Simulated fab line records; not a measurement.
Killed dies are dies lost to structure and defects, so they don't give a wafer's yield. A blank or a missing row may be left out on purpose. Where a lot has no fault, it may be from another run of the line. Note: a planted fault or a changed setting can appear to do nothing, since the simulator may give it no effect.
Which tool is to blame? / flow n5 finfet / 31 wafers from 11 lots sampled at 4 of the route's 1938 steps

WHAT EACH GAUGE READ, for each wafer
N5_MOL_CONTACT_COAG_OVL_MEAS_09.
lot=L323; measured=day 5 07:27; on=overlay-01; CA_OVL (nm)=0.8 0.2 -0.3
lot=L325; measured=day 5 18:43; on=overlay-01; CA_OVL (nm)=0.2 -0.2 -1.3
lot=L326; measured=day 5 21:30; on=overlay-01; CA_OVL (nm)=-0.1 0.2 -0.2
lot=L327; measured=day 6 06:00; on=overlay-02; CA_OVL (nm)=1.0 0.4 1.6
lot=L331; measured=day 7 04:44; on=overlay-01; CA_OVL (nm)=0.5 -0.1 0.1
lot=L332; measured=day 7 09:31; on=overlay-01; CA_OVL (nm)=0.5 -0.7
lot=L334; measured=day 8 01:45; on=overlay-02; CA_OVL (nm)=-0.5 0.4 0.5
lot=L335; measured=day 8 05:37; on=overlay-02; CA_OVL (nm)=0.8 -0.1 0.7
lot=L336; measured=day 8 10:32; on=overlay-02; CA_OVL (nm)=0.1 -0.8 0.2
lot=L337; measured=day 8 16:07; on=overlay-01; CA_OVL (nm)=-0.4 0.0 0.1
lot=L338; measured=day 8 22:07; on=overlay-01; CA_OVL (nm)=0.1 0.2

WHAT TOOL EACH LOT RAN ON (gives the tool, then ch and the chambers of the sampled wafers, and finally the start)
lot=L323; N5_GATE_CUT_VAPOR_ETCH_48=rie metal-02 ch 0,1, day 5 04:15; N5_GATE_CUT_STRIP_21=plasma asher-02 ch 0,1, day 5 04:22; N5_MOL_CONTACT_COAG_COAT_58=litho track-05 ch 0, day 5 07:09
lot=L325; N5_GATE_CUT_VAPOR_ETCH_48=rie metal-02 ch 0,1, day 5 15:19; N5_GATE_CUT_STRIP_21=plasma asher-01 ch 0,1, day 5 15:25; N5_MOL_CONTACT_COAG_COAT_58=litho track-01 ch 0, day 5 18:17
lot=L326; N5_GATE_CUT_VAPOR_ETCH_48=rie metal-02 ch 1, day 5 17:55; N5_GATE_CUT_STRIP_21=plasma asher-01 ch 0, day 5 18:06; N5_MOL_CONTACT_COAG_COAT_58=litho track-01 ch 0, day 5 21:05
lot=L327; N5_GATE_CUT_VAPOR_ETCH_48=rie metal-02 ch 0,1, day 6 02:38; N5_GATE_CUT_STRIP_21=plasma asher-02 ch 0,1, day 6 02:52; N5_MOL_CONTACT_COAG_COAT_58=litho track-02 ch 0, day 6 05:35
lot=L331; N5_GATE_CUT_VAPOR_ETCH_48=rie metal-03 ch 0,1, day 7 01:26; N5_GATE_CUT_STRIP_21=plasma asher-01 ch 0,1, day 7 01:34; N5_MOL_CONTACT_COAG_COAT_58=litho track-01 ch 0, day 7 04:19
lot=L332; N5_GATE_CUT_VAPOR_ETCH_48=rie metal-02 ch 1, day 7 06:23; N5_GATE_CUT_STRIP_21=plasma asher-02 ch 0,1, day 7 06:29; N5_MOL_CONTACT_COAG_COAT_58=litho track-01 ch 0, day 7 09:13
lot=L334; N5_GATE_CUT_VAPOR_ETCH_48=rie metal-01 ch 1, day 7 22:33; N5_GATE_CUT_STRIP_21=plasma asher-01 ch 0,1, day 7 22:44; N5_MOL_CONTACT_COAG_COAT_58=litho track-05 ch 0, day 8 01:26
lot=L335; N5_GATE_CUT_VAPOR_ETCH_48=rie metal-02 ch 0, day 8 02:30; N5_GATE_CUT_STRIP_21=plasma asher-02 ch 0,1, day 8 02:37; N5_MOL_CONTACT_COAG_COAT_58=litho track-01 ch 0, day 8 05:20
lot=L336; N5_GATE_CUT_VAPOR_ETCH_48=rie metal-02 ch 0,1, day 8 07:15; N5_GATE_CUT_STRIP_21=plasma asher-01 ch 0,1, day 8 07:23; N5_MOL_CONTACT_COAG_COAT_58=litho track-05 ch 0, day 8 10:07
lot=L337; N5_GATE_CUT_VAPOR_ETCH_48=rie metal-02 ch 0,1, day 8 13:00; N5_GATE_CUT_STRIP_21=plasma asher-01 ch 0,1, day 8 13:07; N5_MOL_CONTACT_COAG_COAT_58=litho track-01 ch 0, day 8 15:50
lot=L338; N5_GATE_CUT_VAPOR_ETCH_48=rie metal-01 ch 0, day 8 18:33; N5_GATE_CUT_STRIP_21=plasma asher-01 ch 1, day 8 18:40; N5_MOL_CONTACT_COAG_COAT_58=litho track-02 ch 0, day 8 21:49
- N5_GATE_CUT_VAPOR_ETCH_48: etches TiN in BCl3/Cl2.
- N5_GATE_CUT_STRIP_21: strips in N2/H2, time 30 s.
- N5_MOL_CONTACT_COAG_COAT_58: time 60 s, resist thk 10 nm.

WHAT THE TOOLS THEMSELVES READ (means of the sampled wafers that have a number; where no wafer has one, the mark that the record gives instead)
N5_GATE_CUT_VAPOR_ETCH_48.
lot=L323; tool=rie metal-02; drypump motor current A (A)=6.07; oes product au (a.u.)=0.78
lot=L325; tool=rie metal-02; drypump motor current A (A)=6.08; oes product au (a.u.)=0.77
lot=L326; tool=rie metal-02; drypump motor current A (A)=6.29; oes product au (a.u.)=0.68
lot=L327; tool=rie metal-02; drypump motor current A (A)=6.08; oes product au (a.u.)=0.77
lot=L331; tool=rie metal-03; drypump motor current A (A)=5.87; oes product au (a.u.)=0.76
lot=L332; tool=rie metal-02; drypump motor current A (A)=6.30; oes product au (a.u.)=0.67
lot=L334; tool=rie metal-01; drypump motor current A (A)=6.37; oes product au (a.u.)=0.73
lot=L335; tool=rie metal-02; drypump motor current A (A)=5.63; oes product au (a.u.)=0.93
lot=L336; tool=rie metal-02; drypump motor current A (A)=5.85; oes product au (a.u.)=0.84
lot=L337; tool=rie metal-02; drypump motor current A (A)=6.05; oes product au (a.u.)=0.75
lot=L338; tool=rie metal-01; drypump motor current A (A)=5.95; oes product au (a.u.)=1.00

N5_GATE_CUT_STRIP_21.
lot=L323; tool=plasma asher-02; drypump motor current A (A)=6.2; heater power w (W)=374
lot=L325; tool=plasma asher-01; drypump motor current A (A)=5.4; heater power w (W)=328
lot=L326; tool=plasma asher-01; drypump motor current A (A)=5.5; heater power w (W)=369
lot=L327; tool=plasma asher-02; drypump motor current A (A)=5.9; heater power w (W)=364
lot=L331; tool=plasma asher-01; drypump motor current A (A)=5.4; heater power w (W)=341
lot=L332; tool=plasma asher-02; drypump motor current A (A)=6.1; heater power w (W)=374
lot=L334; tool=plasma asher-01; drypump motor current A (A)=5.4; heater power w (W)=350
lot=L335; tool=plasma asher-02; drypump motor current A (A)=6.2; heater power w (W)=372
lot=L336; tool=plasma asher-01; drypump motor current A (A)=5.4; heater power w (W)=325
lot=L337; tool=plasma asher-01; drypump motor current A (A)=5.4; heater power w (W)=317
lot=L338; tool=plasma asher-01; drypump motor current A (A)=5.3; heater power w (W)=304

N5_MOL_CONTACT_COAG_COAT_58.
lot=L323; tool=litho track-05; spin speed rpm (rpm)=1499.8
lot=L325; tool=litho track-01; spin speed rpm (rpm)=1500.8
lot=L326; tool=litho track-01; spin speed rpm (rpm)=1499.9
lot=L327; tool=litho track-02; spin speed rpm (rpm)=1499.1
lot=L331; tool=litho track-01; spin speed rpm (rpm)=1500.4
lot=L332; tool=litho track-01; spin speed rpm (rpm)=1500.3
lot=L334; tool=litho track-05; spin speed rpm (rpm)=1499.9
lot=L335; tool=litho track-01; spin speed rpm (rpm)=1183.0
lot=L336; tool=litho track-05; spin speed rpm (rpm)=1498.8
lot=L337; tool=litho track-01; spin speed rpm (rpm)=1184.2
lot=L338; tool=litho track-02; spin speed rpm (rpm)=1500.0

THE ANSWER, worked out from the rows above alone
Rule: the usual values come from the lots themselves. Put in order of their means at a reading, lots are off if they are a third of the lots or fewer, leave a main group of 4 or more, and stand apart from it by a gap of 3 or more times the standard deviation of the main group's means; of several such gaps the widest counts. A main group whose means are all the same, to the digits that the tables above print for the reading, isn't used. A lot without any number at a reading at which 4 lots or more have one is off too. The other lots that the step has rows for count as sound. After the gauges, taken in route order, come the tools' own readings; for these a lot's mean is taken, as printed above. At the first step where some lot is off, the reading lying furthest off is the one used; lots without a number count as furthest.
Off, at N5_MOL_CONTACT_COAG_COAT_58 on spin speed rpm: L335, L337. Main group: mean 1499.9 rpm, sd 0.59.
If a tool, at that step or one of the process steps before it, ran each lot that is off and ran no sound lot following the first of them, it fits. One fits: N5_MOL_CONTACT_COAG_COAT_58 on litho track-01. A fault onset in the window from L332 (day 7 09:13, its last sound lot) to L335 (day 8 05:20, its first lot off) fits.
The tool's own readings at N5_MOL_CONTACT_COAG_COAT_58 bear it out: on the lots that are off they differ by more than 5 times the standard deviation of the sound lots' means. spin speed rpm reads 1183.6 rpm there against 1499.9 rpm on the sound lots.

WHAT THE SIMULATOR HAD INSERTED
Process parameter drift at N5_MOL_CONTACT_COAG_COAT_58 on litho track-01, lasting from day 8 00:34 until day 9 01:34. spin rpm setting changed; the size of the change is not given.
Lots struck among those shown: L335, L337. The same result came from the rule above.
